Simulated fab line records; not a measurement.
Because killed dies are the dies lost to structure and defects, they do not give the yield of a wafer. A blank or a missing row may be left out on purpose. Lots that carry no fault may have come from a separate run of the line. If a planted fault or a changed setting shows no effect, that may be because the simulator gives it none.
Chamber matching ; flow n5-finfet ; N5_BEOL_M8_ETCH_62 on rie-diel-04: 4 sister chambers
The step etches SOC in N2/H2, target depth 110 nm, overetch 22 nm, time 165 s. 4 wafers are shown with their chamber, then 9 later ones without.

== WAFERS, EACH WITH ITS CHAMBER ==
wafer;chamber;drypump-motor-current-A (A)
L318.3;0;5.6
L320.2;2;5.8
L320.3;3;5.3
L320.4;1;5.3

== WAFERS WITH NO CHAMBER GIVEN ==
wafer;drypump-motor-current-A (A)
L321.1;5.2
L321.2;5.6
L321.5;5.4
L323.1;5.6
L323.4;5.8
L323.5;5.6
L324.2;5.8
L324.4;5.6
L324.5;5.2

== WHICH CHAMBER EACH ONE RAN IN ==
wafer;from the rows above;in truth
L321.1;can't be placed: 1 or 3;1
L321.2;0;0
L321.5;can't be placed: 1 or 3 or 0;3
L323.1;0;0
L323.4;2;2
L323.5;0;0
L324.2;2;2
L324.4;0;0
L324.5;can't be placed: 1 or 3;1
Correctly placed: 6 of 9. Cannot be placed on the basis of these rows: 3; the candidates contain the true chamber in 3. Placed wrongly: 0.
How it was worked out, from the rows above alone: a wafer's distance from a chamber is the root of the sum, over the readings, of the square of ((its reading less the chamber's mean) divided by the reading's scatter). The wafer belongs to the nearest chamber; if the next one is less than 2 further off, it can't be placed. For every chamber, the mean is computed from those of its wafers that are shown. The scatter: root of mean squared gap, hidden wafer to nearest shown wafer, with one shown wafer a chamber.
